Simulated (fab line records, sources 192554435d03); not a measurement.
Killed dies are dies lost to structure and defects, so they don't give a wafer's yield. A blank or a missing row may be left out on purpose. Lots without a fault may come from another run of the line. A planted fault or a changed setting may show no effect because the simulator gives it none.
Which tool did it? | flow n5_finfet | 24 lots, 72 wafers sampled, at 6 steps of a route of 1938

WHAT THE GAUGES READ, wafer by wafer
The record holds no reading of a measuring or inspecting step that can be judged against a usual standard deviation.

WHICH TOOL RAN EACH LOT (tool, then ch and the chambers of the sampled wafers, then the start)
lot  | N5_MOL_CONTACT_COAG_ETCH_48        | N5_MOL_CONTACT_COAG_STRIP_49         | N5_BEOL_M0_SAQP_PECVD_97        | N5_BEOL_M0_SAQP_PECVD_04        | N5_BEOL_M0_CUTY_ETCH_62            | N5_BEOL_M0_SPUTTER_116
L074 | rie_diel-05 ch 0,2, day 5 11:20    | plasma_asher-02 ch 0,1, day 5 11:28  | pecvd-02 ch 0,1, day 5 17:08    | pecvd-02 ch 0,1, day 5 17:10    | rie_diel-03 ch 1,2,3, day 6 02:38  | pvd_sputter-03, day 6 08:43
L075 | rie_diel-05 ch 1,2, day 5 16:48    | plasma_asher-01 ch 0,1, day 5 16:58  | pecvd-04 ch 0,2, day 5 22:04    | pecvd-04 ch 0,2, day 5 22:07    | rie_diel-03 ch 0,1, day 6 06:01    | pvd_sputter-02, day 6 11:40
L076 | rie_diel-01 ch 0,1,3, day 5 23:05  | plasma_asher-02 ch 0,1, day 5 23:13  | pecvd-01 ch 1,2, day 6 05:10    | pecvd-01 ch 1,2, day 6 05:11    | rie_diel-03 ch 0,1,2, day 6 12:05  | pvd_sputter-01, day 6 13:57
L077 | rie_diel-03 ch 2,3, day 6 02:12    | plasma_asher-01 ch 0,1, day 6 02:20  | pecvd-02 ch 1,2, day 6 07:25    | pecvd-02 ch 1,2, day 6 07:27    | rie_diel-03 ch 1,2,3, day 6 15:02  | pvd_sputter-02, day 6 18:49
L078 | rie_diel-05 ch 0,2, day 6 12:41    | plasma_asher-01 ch 0,1, day 6 12:49  | pecvd-02 ch 1,2, day 6 17:43    | pecvd-02 ch 1,2, day 6 17:46    | rie_diel-03 ch 0,2,3, day 7 00:33  | pvd_sputter-03, day 7 06:30
L079 | rie_diel-05 ch 0,1,2, day 6 15:07  | plasma_asher-01 ch 0,1, day 6 15:16  | pecvd-01 ch 0,1, day 6 20:24    | pecvd-01 ch 0,1, day 6 20:26    | rie_diel-03 ch 1,3, day 7 02:40    | pvd_sputter-03, day 7 06:56
L080 | rie_diel-05 ch 0,2,3, day 6 18:03  | plasma_asher-01 ch 0,1, day 6 18:11  | pecvd-01 ch 0,1, day 6 23:23    | pecvd-01 ch 0,1, day 6 23:25    | rie_diel-01 ch 0,1,3, day 7 05:52  | pvd_sputter-01, day 7 12:20
L081 | rie_diel-01 ch 0,1,2, day 7 10:55  | plasma_asher-01 ch 0,1, day 7 11:02  | pecvd-04 ch 0,1, day 7 15:40    | pecvd-04 ch 0,1, day 7 15:43    | rie_diel-03 ch 1,2, day 7 21:58    | pvd_sputter-02, day 8 01:42
L082 | rie_diel-03 ch 1,3, day 7 13:05    | plasma_asher-01 ch 0,1, day 7 13:13  | pecvd-02 ch 0,2, day 7 19:00    | pecvd-02 ch 0,2, day 7 19:02    | rie_diel-03 ch 1,2,3, day 8 01:53  | pvd_sputter-01, day 8 04:58
L083 | rie_diel-01 ch 0,2, day 7 14:27    | plasma_asher-02 ch 0,1, day 7 14:39  | pecvd-02 ch 0,1, day 7 21:46    | pecvd-02 ch 0,1, day 7 21:48    | rie_diel-01 ch 0,1,2, day 8 07:02  | pvd_sputter-02, day 8 14:49
L084 | rie_diel-03 ch 1,3, day 7 16:11    | plasma_asher-01 ch 0,1, day 7 16:19  | pecvd-01 ch 0,1, day 7 21:40    | pecvd-01 ch 0,1, day 7 21:42    | rie_diel-05 ch 0,1,2, day 8 07:00  | pvd_sputter-01, day 8 12:04
L085 | rie_diel-01 ch 0,2, day 8 04:27    | plasma_asher-01 ch 0,1, day 8 04:37  | pecvd-01 ch 0,1,2, day 8 10:56  | pecvd-01 ch 0,1,2, day 8 10:58  | rie_diel-01 ch 0,2,3, day 8 21:41  | pvd_sputter-03, day 9 05:06
L086 | rie_diel-01 ch 0,2,3, day 8 16:38  | plasma_asher-01 ch 0,1, day 8 16:46  | pecvd-01 ch 1,2, day 9 00:38    | pecvd-01 ch 1,2, day 9 00:40    | rie_diel-03 ch 0,1,3, day 9 06:43  | pvd_sputter-03, day 9 09:52
L087 | rie_diel-01 ch 1,2,3, day 8 18:32  | plasma_asher-02 ch 0,1, day 8 18:41  | pecvd-01 ch 0,1,2, day 9 01:40  | pecvd-01 ch 0,1,2, day 9 01:43  | rie_diel-01 ch 0,3, day 9 08:01    | pvd_sputter-02, day 9 11:38
L088 | rie_diel-03 ch 1,2,3, day 9 02:01  | plasma_asher-01 ch 0, day 9 02:08    | pecvd-02 ch 0,2, day 9 08:15    | pecvd-02 ch 0,2, day 9 08:17    | rie_diel-05 ch 0,1,2, day 9 15:44  | pvd_sputter-03, day 9 19:49
L089 | rie_diel-03 ch 1,3, day 9 03:47    | plasma_asher-01 ch 0,1, day 9 03:55  | pecvd-02 ch 0,1, day 9 10:42    | pecvd-02 ch 0,1, day 9 10:44    | rie_diel-05 ch 0,1,3, day 9 19:43  | pvd_sputter-02, day 10 01:12
L091 | rie_diel-01 ch 0,2, day 9 10:47    | plasma_asher-02 ch 1, day 9 10:55    | pecvd-02 ch 1,2, day 9 16:56    | pecvd-02 ch 1,2, day 9 16:58    | rie_diel-05 ch 0,2, day 10 00:02   | pvd_sputter-02, day 10 05:06
L090 | rie_diel-03 ch 2,3, day 9 10:56    | plasma_asher-01 ch 0,1, day 9 11:04  | pecvd-04 ch 0,1,2, day 9 20:09  | pecvd-04 ch 0,1,2, day 9 20:11  | rie_diel-03 ch 1,2,3, day 10 02:16 | pvd_sputter-02, day 10 08:00
L092 | rie_diel-01 ch 1,2, day 9 18:56    | plasma_asher-01 ch 0,1, day 9 19:05  | pecvd-04 ch 1,2, day 10 02:07   | pecvd-04 ch 1,2, day 10 02:09   | rie_diel-05 ch 0,2,3, day 10 09:22 | pvd_sputter-03, day 10 13:43
L093 | rie_diel-05 ch 0,2,3, day 10 02:32 | plasma_asher-01 ch 0,1, day 10 02:41 | pecvd-01 ch 0,1, day 10 08:53   | pecvd-01 ch 0,1, day 10 08:57   | rie_diel-01 ch 1,2, day 10 16:17   | pvd_sputter-03, day 10 18:21
L094 | rie_diel-05 ch 0,3, day 10 11:34   | plasma_asher-02 ch 0,1, day 10 11:44 | pecvd-02 ch 0,1,2, day 10 17:25 | pecvd-02 ch 0,1,2, day 10 17:28 | rie_diel-03 ch 0,1,3, day 11 00:01 | pvd_sputter-01, day 11 05:42
L095 | rie_diel-03 ch 0,1,2, day 10 11:42 | plasma_asher-02 ch 0,1, day 10 11:50 | pecvd-02 ch 1,2, day 10 22:33   | pecvd-02 ch 1,2, day 10 22:35   | rie_diel-01 ch 2,3, day 11 04:56   | pvd_sputter-02, day 11 07:40
L097 | rie_diel-05 ch 1,2, day 10 23:19   | plasma_asher-02 ch 1, day 10 23:27   | pecvd-02 ch 0,2, day 11 04:32   | pecvd-02 ch 0,2, day 11 04:35   | rie_diel-01 ch 0,2, day 11 12:13   | pvd_sputter-01, day 11 17:17
L096 | rie_diel-01 ch 0,1,3, day 10 23:38 | plasma_asher-02 ch 0,1, day 10 23:46 | pecvd-02 ch 0,1,2, day 11 07:23 | pecvd-02 ch 0,1,2, day 11 07:25 | rie_diel-01 ch 0,1,3, day 11 14:15 | pvd_sputter-03, day 11 19:57
- N5_MOL_CONTACT_COAG_ETCH_48: etches SiOC in C4F6/O2, target depth 15 nm, overetch 4.5 nm, time 17 s.
- N5_MOL_CONTACT_COAG_STRIP_49: strips in N2/H2, time 30 s.
- N5_BEOL_M0_SAQP_PECVD_97: deposits SiNx from SiH4/NH3/N2, target thk 23 nm, time 19.9 s.
- N5_BEOL_M0_SAQP_PECVD_04: deposits a-Si from SiH4/He, target thk 60 nm, time 60.2 s.
- N5_BEOL_M0_CUTY_ETCH_62: etches SiARC in CF4, time 58.5 s.
- N5_BEOL_M0_SPUTTER_116: material Cu, target thk 4 nm, time 7.37 s.

WHAT THE TOOLS THEMSELVES READ (means of the sampled wafers that have a number; where no wafer has one, the mark that the record gives instead)
N5_MOL_CONTACT_COAG_ETCH_48. Usual: drypump_motor_current_A 5.8 A, standard deviation 0.33; oes_product_au 0.68 a.u., standard deviation 0.083; rf_vpp_V 1588 V, standard deviation 23; showerhead_plenum_p_Torr 2.86 Torr, standard deviation 0.091; throttle_valve_pct 40.7 %, standard deviation 0.48.
lot  | tool        | drypump_motor_current_A (A) | oes_product_au (a.u.) | rf_vpp_V (V) | showerhead_plenum_p_Torr (Torr) | throttle_valve_pct (%) | flag
L074 | rie_diel-05 | 5.9                         | 0.78                  | 1585         | 2.79                            | 40.7                   |
L075 | rie_diel-05 | 5.8                         | 0.76                  | 1586         | 2.84                            | 41.0                   |
L076 | rie_diel-01 | 5.7                         | 0.65                  | 1582         | 2.85                            | 40.6                   |
L077 | rie_diel-03 | 5.7                         | 0.71                  | 1550         | 2.80                            | 40.8                   |
L078 | rie_diel-05 | 5.8                         | 0.69                  | 1583         | 2.79                            | 40.1                   |
L079 | rie_diel-05 | 5.8                         | 0.67                  | 1583         | 2.83                            | 40.5                   |
L080 | rie_diel-05 | 5.7                         | 0.71                  | 1585         | 2.78                            | 40.5                   |
L081 | rie_diel-01 | 6.1                         | 0.75                  | 1605         | 2.94                            | 40.8                   |
L082 | rie_diel-03 | 5.5                         | 0.65                  | 1588         | 2.78                            | 40.9                   |
L083 | rie_diel-01 | 6.2                         | 0.79                  | 1602         | 2.93                            | 41.2                   |
L084 | rie_diel-03 | 5.5                         | 0.64                  | 1588         | 2.78                            | 40.9                   |
L085 | rie_diel-01 | 6.2                         | 0.68                  | 1591         | 2.89                            | 41.0                   |
L086 | rie_diel-01 | 5.8                         | 0.75                  | 1586         | 2.94                            | 40.7                   |
L087 | rie_diel-01 | 5.8                         | 0.75                  | 1600         | 2.97                            | 40.6                   |
L088 | rie_diel-03 | 5.6                         | 0.63                  | 1567         | 2.78                            | 40.9                   |
L089 | rie_diel-03 | 5.5                         | 0.64                  | 1574         | 2.84                            | 41.1                   |
L091 | rie_diel-01 | 6.2                         | 0.67                  | 1591         | 2.89                            | 41.0                   |
L090 | rie_diel-03 | 5.7                         | 0.60                  | 1548         | 2.79                            | 40.8                   |
L092 | rie_diel-01 | 6.0                         | 0.69                  | 1617         | 2.95                            | 40.6                   |
L093 | rie_diel-05 | 5.7                         | 0.74                  | 1584         | 2.77                            | 40.5                   |
L094 | rie_diel-05 | 5.5                         | 0.68                  | 1582         | 2.77                            | 40.3                   |
L095 | rie_diel-03 | 5.5                         | 0.60                  | 1588         | 2.78                            | 40.7                   |
L097 | rie_diel-05 | 5.9                         | 0.77                  | 1585         | 2.82                            | 41.1                   |
L096 | rie_diel-01 | 5.7                         | 0.69                  | 1589         | 2.94                            | 40.4                   |

N5_MOL_CONTACT_COAG_STRIP_49. Usual: drypump_motor_current_A 5.5 A, standard deviation 0.48; heater_power_w 327 W, standard deviation 28.
lot  | tool            | drypump_motor_current_A (A) | heater_power_w (W) | flag
L074 | plasma_asher-02 | 5.5                         | 332                |
L075 | plasma_asher-01 | 5.3                         | 331                |
L076 | plasma_asher-02 | 5.5                         | 335                |
L077 | plasma_asher-01 | 5.3                         | 333                |
L078 | plasma_asher-01 | 5.4                         | 332                |
L079 | plasma_asher-01 | 5.4                         | 333                |
L080 | plasma_asher-01 | 5.4                         | 333                |
L081 | plasma_asher-01 | 5.4                         | 332                |
L082 | plasma_asher-01 | 5.3                         | 335                |
L083 | plasma_asher-02 | 5.5                         | 337                |
L084 | plasma_asher-01 | 5.3                         | 334                |
L085 | plasma_asher-01 | 5.7                         | 309                |
L086 | plasma_asher-01 | 5.8                         | 303                |
L087 | plasma_asher-02 | 5.6                         | 339                |
L088 | plasma_asher-01 | 6.2                         | 293                |
L089 | plasma_asher-01 | 5.8                         | 309                |
L091 | plasma_asher-02 | 5.6                         | 341                |
L090 | plasma_asher-01 | 5.3                         | 333                |
L092 | plasma_asher-01 | 5.4                         | 338                |
L093 | plasma_asher-01 | 5.4                         | 335                |
L094 | plasma_asher-02 | 5.6                         | 339                |
L095 | plasma_asher-02 | 5.5                         | 335                |
L097 | plasma_asher-02 | 5.6                         | 339                |
L096 | plasma_asher-02 | 5.6                         | 342                |

N5_BEOL_M0_SAQP_PECVD_97. Usual: heater_power_w 542 W, standard deviation 57; showerhead_plenum_p_Torr 5.16 Torr, standard deviation 0.065; showerhead_vpp_V 1061 V, standard deviation 56; throttle_valve_pct 40.2 %, standard deviation 2.3.
lot  | tool     | heater_power_w (W) | showerhead_plenum_p_Torr (Torr) | showerhead_vpp_V (V) | throttle_valve_pct (%) | flag
L074 | pecvd-02 | 534                | 5.23                            | 1027                 | 42.7                   |
L075 | pecvd-04 | 577                | 5.07                            | 1026                 | 37.0                   |
L076 | pecvd-01 | 494                | 5.09                            | 1055                 | 42.1                   |
L077 | pecvd-02 | 527                | 5.23                            | 1035                 | 40.3                   |
L078 | pecvd-02 | 506                | 5.22                            | 1044                 | 40.4                   |
L079 | pecvd-01 | 608                | 5.11                            | 1145                 | 39.1                   |
L080 | pecvd-01 | 530                | 5.10                            | 1083                 | 40.8                   |
L081 | pecvd-04 | 605                | 5.15                            | 1036                 | 37.6                   |
L082 | pecvd-02 | 547                | 5.20                            | 1060                 | 39.5                   |
L083 | pecvd-02 | 538                | 5.23                            | 1015                 | 42.8                   |
L084 | pecvd-01 | 581                | 5.09                            | 1086                 | 40.9                   |
L085 | pecvd-01 | 537                | 5.10                            | 1091                 | 40.2                   |
L086 | pecvd-01 | 506                | 5.11                            | 1033                 | 41.4                   |
L087 | pecvd-01 | 569                | 5.12                            | 1080                 | 40.3                   |
L088 | pecvd-02 | 534                | 5.19                            | 1061                 | 39.4                   |
L089 | pecvd-02 | 532                | 5.20                            | 1061                 | 41.9                   |
L091 | pecvd-02 | 450                | 5.24                            | 1022                 | 42.1                   |
L090 | pecvd-04 | 548                | 5.13                            | 1052                 | 37.6                   |
L092 | pecvd-04 | 579                | 5.19                            | 1066                 | 37.7                   |
L093 | pecvd-01 | 553                | 5.10                            | 1097                 | 41.2                   |
L094 | pecvd-02 | 523                | 5.21                            | 1046                 | 41.1                   |
L095 | pecvd-02 | 462                | 5.24                            | 1020                 | 42.2                   |
L097 | pecvd-02 | 541                | 5.18                            | 1069                 | 40.1                   |
L096 | pecvd-02 | 512                | 5.21                            | 1043                 | 41.2                   |

N5_BEOL_M0_SAQP_PECVD_04. Usual: heater_power_w 612 W, standard deviation 58; showerhead_plenum_p_Torr 5.68 Torr, standard deviation 0.046; showerhead_vpp_V 612 V, standard deviation 31; throttle_valve_pct 18.3 %, standard deviation 1.
lot  | tool     | heater_power_w (W) | showerhead_plenum_p_Torr (Torr) | showerhead_vpp_V (V) | throttle_valve_pct (%) | flag
L074 | pecvd-02 | 587                | 5.74                            | 600                  | 19.4                   |
L075 | pecvd-04 | 606                | 5.61                            | 594                  | 17.0                   |
L076 | pecvd-01 | 626                | 5.63                            | 603                  | 19.2                   |
L077 | pecvd-02 | 589                | 5.72                            | 602                  | 18.5                   |
L078 | pecvd-02 | 530                | 5.72                            | 597                  | 18.4                   |
L079 | pecvd-01 | 681                | 5.64                            | 657                  | 17.9                   |
L080 | pecvd-01 | 601                | 5.64                            | 630                  | 18.4                   |
L081 | pecvd-04 | 693                | 5.67                            | 598                  | 17.3                   |
L082 | pecvd-02 | 619                | 5.71                            | 612                  | 18.0                   |
L083 | pecvd-02 | 592                | 5.72                            | 589                  | 19.3                   |
L084 | pecvd-01 | 642                | 5.64                            | 634                  | 18.6                   |
L085 | pecvd-01 | 567                | 5.65                            | 632                  | 18.3                   |
L086 | pecvd-01 | 606                | 5.64                            | 602                  | 19.0                   |
L087 | pecvd-01 | 641                | 5.65                            | 624                  | 18.2                   |
L088 | pecvd-02 | 597                | 5.70                            | 623                  | 17.9                   |
L089 | pecvd-02 | 627                | 5.71                            | 607                  | 19.0                   |
L091 | pecvd-02 | 532                | 5.74                            | 589                  | 19.2                   |
L090 | pecvd-04 | 658                | 5.66                            | 606                  | 17.2                   |
L092 | pecvd-04 | 618                | 5.70                            | 621                  | 17.3                   |
L093 | pecvd-01 | 656                | 5.63                            | 630                  | 18.7                   |
L094 | pecvd-02 | 600                | 5.72                            | 607                  | 18.6                   |
L095 | pecvd-02 | 572                | 5.74                            | 594                  | 19.3                   |
L097 | pecvd-02 | 646                | 5.69                            | 616                  | 18.4                   |
L096 | pecvd-02 | 615                | 5.71                            | 600                  | 18.9                   |

N5_BEOL_M0_CUTY_ETCH_62. Usual: drypump_motor_current_A 5.7 A, standard deviation 0.32; etch_rf_on_time_s 56.6 s, standard deviation 1.6; oes_product_au 0.70 a.u., standard deviation 0.077; rf_vpp_V 184.1 V, standard deviation 1.2; showerhead_plenum_p_Torr 2.15 Torr, standard deviation 0.068; throttle_valve_pct 15.66 %, standard deviation 0.22.
lot  | tool        | drypump_motor_current_A (A) | etch_rf_on_time_s (s) | oes_product_au (a.u.) | rf_vpp_V (V) | showerhead_plenum_p_Torr (Torr) | throttle_valve_pct (%) | flag
L074 | rie_diel-03 | 5.5                         | 56.2                  | 0.68                  | 183.7        | 2.10                            | 15.63                  |
L075 | rie_diel-03 | 5.5                         | 56.3                  | 0.63                  | 184.4        | 2.16                            | 15.93                  |
L076 | rie_diel-03 | 5.5                         | 57.2                  | 0.63                  | 183.3        | 2.11                            | 15.83                  |
L077 | rie_diel-03 | 5.6                         | 56.5                  | 0.67                  | 183.6        | 2.10                            | 15.64                  |
L078 | rie_diel-03 | 5.6                         | 56.0                  | 0.68                  | 183.3        | 2.15                            | 15.68                  |
L079 | rie_diel-03 | 5.5                         | 55.1                  | 0.71                  | 183.1        | 2.14                            | 15.59                  |
L080 | rie_diel-01 | 5.7                         | 58.1                  | 0.65                  | 184.2        | 2.14                            | 15.65                  |
L081 | rie_diel-03 | 5.5                         | 57.1                  | 0.62                  | 182.3        | 2.05                            | 15.81                  |
L082 | rie_diel-03 | 5.6                         | 56.7                  | 0.66                  | 184.2        | 2.09                            | 15.67                  |
L083 | rie_diel-01 | 6.1                         | 57.5                  | 0.73                  | 184.0        | 2.20                            | 15.58                  |
L084 | rie_diel-05 | 5.8                         | 57.3                  | 0.73                  | 184.0        | 2.14                            | 15.59                  |
L085 | rie_diel-01 | 5.8                         | 56.6                  | 0.77                  | 185.0        | 2.21                            | 15.55                  |
L086 | rie_diel-03 | 5.5                         | 56.3                  | 0.65                  | 184.3        | 2.14                            | 15.81                  |
L087 | rie_diel-01 | 5.8                         | 56.6                  | 0.72                  | 184.4        | 2.20                            | 15.65                  |
L088 | rie_diel-05 | 5.8                         | 56.4                  | 0.73                  | 183.9        | 2.14                            | 15.62                  |
L089 | rie_diel-05 | 5.6                         | 56.9                  | 0.73                  | 184.2        | 2.13                            | 15.59                  |
L091 | rie_diel-05 | 5.8                         | 55.6                  | 0.75                  | 182.9        | 2.11                            | 15.77                  |
L090 | rie_diel-03 | 5.6                         | 56.9                  | 0.65                  | 184.1        | 2.09                            | 15.70                  |
L092 | rie_diel-05 | 5.6                         | 55.4                  | 0.74                  | 184.1        | 2.10                            | 15.73                  |
L093 | rie_diel-01 | 6.1                         | 57.3                  | 0.74                  | 185.1        | 2.20                            | 15.52                  |
L094 | rie_diel-03 | 5.5                         | 55.6                  | 0.64                  | 183.8        | 2.13                            | 15.84                  |
L095 | rie_diel-01 | 5.8                         | 56.2                  | 0.78                  | 184.8        | 2.21                            | 15.49                  |
L097 | rie_diel-01 | 6.2                         | 56.6                  | 0.70                  | 184.5        | 2.17                            | 15.78                  |
L096 | rie_diel-01 | 5.8                         | 57.1                  | 0.70                  | 185.0        | 2.21                            | 15.54                  |

N5_BEOL_M0_SPUTTER_116. Usual: throttle_valve_pct 30.6 %, standard deviation 0.86.
lot  | tool           | throttle_valve_pct (%) | flag
L074 | pvd_sputter-03 | 30.9                   |
L075 | pvd_sputter-02 | 30.2                   |
L076 | pvd_sputter-01 | 31.0                   |
L077 | pvd_sputter-02 | 30.3                   |
L078 | pvd_sputter-03 | 30.0                   |
L079 | pvd_sputter-03 | 30.7                   |
L080 | pvd_sputter-01 | 31.0                   |
L081 | pvd_sputter-02 | 30.4                   |
L082 | pvd_sputter-01 | 30.6                   |
L083 | pvd_sputter-02 | 30.0                   |
L084 | pvd_sputter-01 | 31.0                   |
L085 | pvd_sputter-03 | 29.3                   |
L086 | pvd_sputter-03 | 30.3                   |
L087 | pvd_sputter-02 | 30.3                   |
L088 | pvd_sputter-03 | 30.5                   |
L089 | pvd_sputter-02 | 30.3                   |
L091 | pvd_sputter-02 | 30.4                   |
L090 | pvd_sputter-02 | 30.5                   |
L092 | pvd_sputter-03 | 30.8                   |
L093 | pvd_sputter-03 | 31.2                   |
L094 | pvd_sputter-01 | 30.8                   |
L095 | pvd_sputter-02 | 30.4                   |
L097 | pvd_sputter-01 | 31.2                   |
L096 | pvd_sputter-03 | 31.0                   |

THE ANSWER, worked out from the rows above alone
Rule: a lot is off if the mean of its wafers that have a number lies more than 3 standard deviations from the usual mean. A lot without any number at a reading at which 4 lots or more have one is off too. The other lots that the step has rows for count as sound. The gauges are gone through in route order, then the tools' own readings, and for those a lot's mean is taken as printed above. The first step at which some lot is off is used, and at that step the reading that is off furthest; a lot without a number counts as furthest.
No lot is off at any reading shown: from this, nothing can be told.

WHAT THE SIMULATOR HAD PUT IN
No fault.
